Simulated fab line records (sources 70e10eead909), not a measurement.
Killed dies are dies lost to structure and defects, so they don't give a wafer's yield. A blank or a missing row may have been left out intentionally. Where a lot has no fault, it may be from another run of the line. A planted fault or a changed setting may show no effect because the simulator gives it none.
fab line records	flow nandHarc
record lots=13	wafers=39	lastDay=25
route steps=1159 shown P_ZERO_WELL@41 P_GATE@143 END@1159
lots that met no fault: taken from a fault-free run of the same line
startH: hours from the record's first day to the start of the lot's first wafer shown	waitH: how many hours have passed since the lot's step before this one	" the same as in the row above	L1.1+2: a row that stands for several wafers	- value missing, or start not given	* or withheld: withheld	< > ~ a bound
route shown NAME@n: NAME is a module with steps in the file, n the number in the route of the first one	usual: average and standard deviation across the fault-free wafers	same: alike in all rows	chamber/n: place in a boat	sites: readings site by site	_std_site: their standard deviation	_edge_site: outer sites' mean less inner sites'	radiusMm: how far each site lies from the wafer's centre	mask NAME#n: copy n	behind: the tool/chamber that last shaped the wafer	hold: what put the lot on hold/how long, in hours/how the hold closed	device: the transistor (n, p or np) that didn't switch	end of line: the same wafers' tests at the end of the route	a step given without rows: its recipe and nothing more	killed: not the wafer's yield, but the dies lost to structure and defects at the first sort	map: a wafer's dies, marking killed ones x, the rest . and places with no die _
set.NAME: the setting as run; set.NAME@STEP: as run at that earlier step	model.NAME: the simulator's own value behind a step, which no gauge read
route steps across a sampled set of lots; one table per step, one row per wafer
services: when a tool's chamber went out of use (startH, in hours from the record's first day, below 0 if earlier), for how many hours, and the reason
## steps
# step NHARC_P_ZERO_WELL_EXPOSE_34
# recipe na=0.6	targetCdNm=720	doseMj=22.31	maskId=P_PWELL
lot.wafer	tool	chamber	startH	waitH	mask
L246.4+5+6	krfScanner-04	0	16.15	-	P_PWELL#0
L250.2+5+6	krfScanner-04	0	39.98	-	P_PWELL#0
L251.1+2+6	krfScanner-04	0	46.01	-	P_PWELL#0
L252.1+2+3	krfScanner-01	0	52.08	-	P_PWELL#0
L253.3+4+6	krfScanner-04	0	57.98	-	P_PWELL#0
L255.2+4+5	krfScanner-04	0	69.84	-	P_PWELL#0
L257.4+5+6	krfScanner-04	0	81.87	-	P_NWELL#0
L258.1+2+3	krfScanner-04	0	87.71	-	P_PWELL#0
L261.1+3+6	krfScanner-02	0	109.62	-	P_PWELL#0
L266.1+4+6	krfScanner-02	0	136.08	-	P_PWELL#0
L267.2+4+6	krfScanner-01	0	141.96	-	P_PWELL#0
L268.2+3+5	krfScanner-04	0	148.03	-	P_PWELL#0
L269.1+2+6	krfScanner-02	0	154.09	-	P_PWELL#0
# step NHARC_P_ZERO_WELL_CD_MEAS_37
# recipe targetCdNm=720	landingEnergyEv=500
# usual cdNm=719.8/1.2
lot.wafer	tool	chamber	startH	waitH	cdNm
L246.4	cdSem-03	0	16.30	-	719.3
L246.5	"	0	"	"	719.2
L246.6	"	0	"	"	717.6
L250.2	cdSem-01	0	40.14	-	720.4
L250.5	"	0	"	"	721.5
L250.6	"	0	"	"	719.2
L251.1	cdSem-02	0	46.17	-	720.9
L251.2	"	0	"	"	719.9
L251.6	"	0	"	"	718.9
L252.1	cdSem-03	0	52.24	-	718.3
L252.2	"	0	"	"	718.7
L252.3	"	0	"	"	719.9
L253.3	cdSem-03	0	58.13	-	716.7
L253.4	"	0	"	"	718.1
L253.6	"	0	"	"	718.0
L255.2	cdSem-03	0	69.99	-	720.7
L255.4	"	0	"	"	718.6
L255.5	"	0	"	"	719.0
L257.4	cdSem-02	0	82.02	-	-
L257.5	"	0	"	"	-
L257.6	"	0	"	"	-
L258.1	cdSem-01	0	87.87	-	720.6
L258.2	"	0	"	"	720.3
L258.3	"	0	"	"	721.4
L261.1	cdSem-01	0	109.78	-	717.5
L261.3	"	0	"	"	719.3
L261.6	"	0	"	"	719.1
L266.1	cdSem-03	0	136.24	-	719.6
L266.4	"	0	"	"	718.7
L266.6	"	0	"	"	717.6
L267.2	cdSem-03	0	142.11	-	720.4
L267.4	"	0	"	"	720.9
L267.6	"	0	"	"	719.4
L268.2	cdSem-02	0	148.18	-	719.5
L268.3	"	0	"	"	718.1
L268.5	"	0	"	"	718.1
L269.1	cdSem-01	0	154.26	-	721.4
L269.2	"	0	"	"	720.1
L269.6	"	0	"	"	720.0
# step NHARC_P_GATE_INSPECT_28
# usual rawDefectCount=6/3.3
lot.wafer	tool	chamber	startH	waitH	rawDefectCount
L246.4	defectInspect-01	-	91.73	0.0	5
L246.5	"	-	"	"	4
L246.6	"	-	"	"	8
L250.2	defectInspect-02	-	110.92	0.0	8
L250.5	"	-	"	"	3
L250.6	"	-	"	"	1
L251.1	defectInspect-02	-	120.44	0.0	8
L251.2	"	-	"	"	2
L251.6	"	-	"	"	7
L253.3	defectInspect-02	-	129.91	0.0	6
L253.4	"	-	"	"	5
L253.6	"	-	"	"	6
L252.1	defectInspect-01	-	130.10	0.0	3
L252.2	"	-	"	"	6
L252.3	"	-	"	"	8
L255.2	defectInspect-01	-	149.11	0.0	8
L255.4	"	-	"	"	3
L255.5	"	-	"	"	4
L258.1	defectInspect-02	-	165.34	0.0	5
L258.2	"	-	"	"	6
L258.3	"	-	"	"	3
L261.1	defectInspect-01	-	185.32	0.0	4
L261.3	"	-	"	"	4
L261.6	"	-	"	"	6
L266.1	defectInspect-01	-	208.37	0.0	5
L266.4	"	-	"	"	2
L266.6	"	-	"	"	8
L267.2	defectInspect-02	-	213.22	0.0	9
L267.4	"	-	"	"	4
L267.6	"	-	"	"	11
L268.2	defectInspect-02	-	223.48	0.0	11
L268.3	"	-	"	"	1
L268.5	"	-	"	"	5
L269.1	defectInspect-01	-	227.72	0.0	6
L269.2	"	-	"	"	0
L269.6	"	-	"	"	6
# step NHARC_P_GATE_HM_OPEN_105
# recipe targetDepthA=3600	o2FlowSccm=400	cosFlowSccm=20	arFlowSccm=0	rfW=500	biasW=300	chemistry=O2/COS
# usual drypumpMotorCurrentA=5.6/0.36	oesProductAu=0.999/0.0079	rfVppV=468.8/2.6	showerheadPlenumPTorr=3.19/0.12	throttleValvePct=28.329/0.0095
lot.wafer	tool	chamber	startH	waitH	drypumpMotorCurrentA	oesProductAu	rfHoursCounterH	rfVppV	showerheadPlenumPTorr	throttleValvePct
L246.4	rieDiel-11	3	-	-	5.9	1.000	25	468.8	3.23	28.334
L246.6	"	3	"	"	5.9	0.997	-	469.2	3.23	28.343
L246.5	"	0	"	"	5.3	1.001	-	466.6	3.15	28.323
L250.2	rieDiel-03	0	-	-	5.4	0.999	12	465.1	2.97	28.316
L250.6	"	3	"	"	6.4	1.001	-	468.8	3.24	28.336
L250.5	"	0	"	"	5.4	0.998	-	462.8	2.97	28.334
L251.1	rieDiel-11	3	-	-	5.9	0.988	33	468.1	3.23	28.346
L251.2	"	0	"	"	5.3	1.009	31	466.7	3.14	28.336
L251.6	"	3	"	"	5.9	1.001	-	468.8	3.23	28.323
L253.3	rieDiel-03	3	-	-	6.4	1.000	16	469.1	3.24	28.336
L253.4	"	1	"	"	5.6	0.992	16	472.2	3.34	28.324
L253.6	"	3	"	"	6.4	0.996	-	469.0	3.24	28.347
L252.3	rieDiel-04	1	-	-	5.0	1.009	4	468.0	3.11	28.340
L252.1	"	2	"	"	5.7	1.013	4	466.9	3.07	28.350
L252.2	"	3	"	"	6.2	1.008	3	467.3	3.18	28.334
L255.2	rieDiel-03	0	-	-	5.4	0.997	18	465.2	2.96	28.321
L255.4	"	0	"	"	5.4	0.997	-	464.0	2.96	28.337
L255.5	"	2	"	"	5.4	0.994	-	471.2	3.25	28.325
L258.2	rieDiel-03	2	-	-	5.4	0.994	22	470.0	3.25	28.294
L258.1	"	0	"	"	5.4	0.999	22	464.1	2.96	28.328
L258.3	"	1	"	"	5.5	0.996	22	471.0	3.33	28.327
L261.3	rieDiel-03	0	-	-	5.4	0.999	25	464.4	2.96	28.323
L261.1	"	3	"	"	6.3	0.997	22	467.3	3.24	28.322
L261.6	"	0	"	"	5.4	0.985	-	464.2	2.96	28.333
L266.4	rieDiel-03	2	-	-	5.4	0.987	31	468.0	3.24	28.322
L266.1	"	0	"	"	5.4	1.002	30	463.7	2.96	28.328
L266.6	"	3	"	"	6.4	0.992	-	470.0	3.24	28.309
L267.4	rieDiel-04	3	-	-	6.2	1.004	41	468.3	3.16	28.329
L267.2	"	0	"	"	6.0	1.005	41	470.5	3.21	28.342
L267.6	"	1	"	"	5.0	1.005	-	466.4	3.10	28.327
L268.3	rieDiel-04	1	-	-	5.0	1.016	42	466.5	3.09	28.319
L268.2	"	2	"	"	5.6	1.009	35	465.2	3.06	28.336
L268.5	"	3	"	"	6.2	1.009	-	466.5	3.16	28.321
L269.1	rieDiel-11	0	-	-	5.3	1.008	9	468.0	3.12	28.329
L269.2	"	1	"	"	5.6	1.000	9	470.5	3.20	28.353
L269.6	"	0	"	"	5.3	1.006	-	467.5	3.12	28.335
# step NHARC_P_GATE_ETCH_32
# recipe targetDepthA=1500	overEtchFrac=1	overEtchIonEnergyEv=40	timeS=100.1	hbrFlowSccm=150	cl2FlowSccm=50	rfW=400	icpW=400	biasW=100	chemistry=HBr/Cl2
# usual drypumpMotorCurrentA=5.7/0.49	oesProductAu=0.997/0.0074	throttleValvePct=26.407/0.0092
# same overEtchFrac=1
lot.wafer	tool	chamber	startH	waitH	drypumpMotorCurrentA	oesProductAu	rfHoursCounterH	throttleValvePct
L246.4	rieSi-02	1	92.35	-	5.5	0.988	0.4	26.404
L246.6	"	1	"	"	5.5	0.981	-	26.389
L246.5	"	2	"	"	6.6	0.996	-	26.404
L250.2	rieSi-02	2	111.45	-	6.7	1.005	0.6	26.413
L250.5	"	2	"	"	6.7	1.011	-	26.414
L250.6	"	3	"	"	5.1	1.006	-	26.401
L251.2	rieSi-01	3	121.68	-	5.6	0.983	1.3	26.403
L251.1	"	0	"	"	5.4	0.989	1.4	26.405
L251.6	"	3	"	"	5.6	0.993	-	26.415
L252.3	rieSi-02	0	130.82	-	5.0	0.990	0.8	26.413
L252.1	"	1	"	"	5.5	1.000	0.8	26.409
L252.2	"	2	"	"	6.7	1.000	0.9	26.408
L253.4	rieSi-06	1	131.08	-	6.7	1.008	1.2	26.415
L253.3	"	2	"	"	5.2	1.004	1.1	26.412
L253.6	"	3	"	"	5.3	1.019	-	26.412
L255.4	rieSi-01	1	149.80	-	6.0	1.010	0.2	26.405
L255.2	"	2	"	"	6.2	1.000	0.2	26.404
L255.5	"	2	"	"	6.2	0.997	-	26.419
L258.2	rieSi-02	2	166.30	-	6.7	1.002	1.1	26.408
L258.3	"	0	"	"	5.0	0.999	1.1	26.400
L258.1	"	1	"	"	5.5	1.000	1.1	26.426
L261.3	rieSi-02	0	185.86	-	5.0	0.995	1.3	26.402
L261.1	"	2	"	"	6.7	1.010	1.3	26.422
L261.6	"	3	"	"	5.2	1.006	-	26.384
L266.4	rieSi-06	3	209.39	-	5.3	1.001	0.1	26.404
L266.1	"	2	"	"	5.2	0.998	0.1	26.404
L266.6	"	0	"	"	5.9	0.992	-	26.405
L267.2	rieSi-06	1	213.98	-	6.7	0.997	0.1	26.406
L267.4	"	2	"	"	5.2	0.988	0.1	26.406
L267.6	"	0	"	"	5.9	0.990	-	26.415
L268.3	rieSi-01	3	224.08	-	5.6	0.991	0.8	26.409
L268.2	"	0	"	"	5.4	1.001	0.8	26.403
L268.5	"	0	"	"	5.4	0.982	-	26.408
L269.1	rieSi-01	2	228.29	-	6.2	0.989	1.1	26.406
L269.2	"	3	"	"	5.6	0.985	0.9	26.414
L269.6	"	3	"	"	5.6	0.991	-	26.405
# step NHARC_END_SORT_01
# recipe tempC=25
# usual killedAtArray=25/9.8	killedAtOther=0.8/1.1	killedAtPeriphery=3.3/2.1	killedDies=29/10	killedOpen=3.3/1.8	killedShort=1.9/1.4
# same grossDies=677
lot.wafer	tool	chamber	startH	waitH	killedAtArray	killedAtOther	killedAtPeriphery	killedDies	killedOpen	killedShort
L255.2	prober-02	0	510.65	2.8	40	4	3	47	4	1
L255.4	prober-02	0	512.24	3.4	24	3	3	30	1	3
L255.5	prober-02	0	513.04	3.7	35	1	1	37	0	2
L257.4	prober-01	0	542.82	3.4	24	1	652	677	3	4
L257.5	prober-01	0	543.61	3.7	27	1	649	677	5	1
L257.6	prober-01	0	544.41	4.0	23	0	654	677	3	0
# killed by level:class
L255.2 A_SLIT:chamberFilmFlake=14 A_CHANNEL_HOLE_D1:chamberFilmFlake=13 A_CONTACT:chamberFilmFlake=4 THIN_TSV:chamberFilmFlake=4 P_GATE:chamberFilmFlake=2 A_CHANNEL_FILL_D1:chamberFilmFlake=2 A_M0:chamberFilmFlake=2 P_M1:geometricParticle:open=1
L255.4 A_CHANNEL_HOLE_D1:chamberFilmFlake=10 A_SLIT:chamberFilmFlake=5 THIN_TSV:chamberFilmFlake=3 A_CHANNEL_FILL_D1:chamberFilmFlake=2 A_STAIRCASE:chamberFilmFlake=2 P_GATE:geometricParticle:short=1 P_M0:geometricParticle:short=1 A_CONTACT:geometricParticle:open=1
L255.5 A_SLIT:chamberFilmFlake=17 A_CHANNEL_HOLE_D1:chamberFilmFlake=9 A_STAIRCASE:chamberFilmFlake=3 A_M0:chamberFilmFlake=2 A_ONON_D1:geometricParticle:short=1 A_CHANNEL_FILL_D1:geometricParticle:short=1 P_GATE:chamberFilmFlake=1 A_SGD_CUT:chamberFilmFlake=1
L257.4 P_ZERO_WELL:areaExpose=647 A_CHANNEL_HOLE_D1:chamberFilmFlake=18 A_WL_FILL:geometricParticle:short=2 P_STI:chamberFilmFlake=2 P_CONTACT:geometricParticle:open=1 P_M0:geometricParticle:open=1 P_M2:geometricParticle:open=1 A_SGD_CUT:geometricParticle:short=1
L257.5 P_ZERO_WELL:areaExpose=645 A_CHANNEL_HOLE_D1:chamberFilmFlake=19 A_CONTACT:geometricParticle:open=2 P_STI:chamberFilmFlake=2 A_M1:chamberFilmFlake=2 P_CONTACT:geometricParticle:open=1 P_M0:geometricParticle:open=1 A_ONON_D1:geometricParticle:open=1
L257.6 P_ZERO_WELL:areaExpose=652 A_CHANNEL_HOLE_D1:chamberFilmFlake=12 A_STAIRCASE:chamberFilmFlake=6 P_M0:geometricParticle:open=1 A_CHANNEL_HOLE_D1:geometricParticle:open=1 A_BLC:geometricParticle:open=1 P_GATE:chamberFilmFlake=1 A_SLIT:chamberFilmFlake=1
## services
tool	chamber	startH	hours	kind
krfScanner-04	-	-2.56	3.2	repair
rieSi-06	1	3.47	3.2	repair
rieSi-06	-	6.00	9.0	pm
rieSi-01	3	11.25	12.1	repair
rieDiel-11	-	12.59	9.0	pm
rieSi-06	0	16.27	7.4	repair
rieDiel-11	0	24.63	7.1	repair
rieSi-02	-	34.00	9.0	pm
krfScanner-02	-	38.04	4.0	pm
rieDiel-03	-	38.30	9.0	pm
rieSi-01	0	51.22	1.5	repair
rieDiel-11	2	70.58	11.4	repair
rieSi-01	2	87.95	3.9	repair
rieDiel-03	-	94.39	0.5	repair
rieSi-01	3	102.87	1.9	repair
rieSi-01	-	105.45	2.9	repair
krfScanner-04	-	126.00	4.0	pm
rieSi-01	-	127.00	9.0	pm
krfScanner-04	-	135.31	7.7	repair
krfScanner-04	-	145.20	0.4	repair
rieDiel-03	-	166.74	1.7	repair
krfScanner-04	-	203.14	0.9	repair
rieSi-02	-	211.00	9.0	pm
rieDiel-03	-	215.33	9.0	pm
## key
firstSign step=NHARC_P_ZERO_WELL_EXPOSE_34	reading=mask	direction=changed
effect step=NHARC_P_ZERO_WELL_CD_MEAS_37	reading=cdNm	direction=missing
effect step=NHARC_END_SORT_01	reading=killedAtPeriphery	direction=up	sigmas=99+	usual=3.3	struck=651.7
moreKillsBornAt NHARC_P_ZERO_WELL_EXPOSE_34@krfScanner-04=1944
metAt NHARC_P_ZERO_WELL_EXPOSE_34
struckLots L257
laterRowsLeftOut L257.4,L257.5,L257.6
testerLeftOut L257
notActingAt NHARC_P_GATE_INSPECT_28,NHARC_P_GATE_HM_OPEN_105,NHARC_P_GATE_ETCH_32
onsetBetween 69.84 81.87
fault kind=wrongMask	tool=any	chamber=-	onsetH=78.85	steps=NHARC_P_ZERO_WELL_EXPOSE_34	auxCopy=P_NWELL#0	scope=struckLotsOnly
# testerLeftOut: of these lots the tester's yield and bins aren't shown, on N5 and GAA mostly nor the transistor test; their killed dies are dies lost to structure and defects alone, not to doping, threshold or leakage, so they don't give the yield
# laterRowsLeftOut: the simulator's readings of these wafers behind a module that went badly wrong aren't trusted and aren't shown, but for the sort
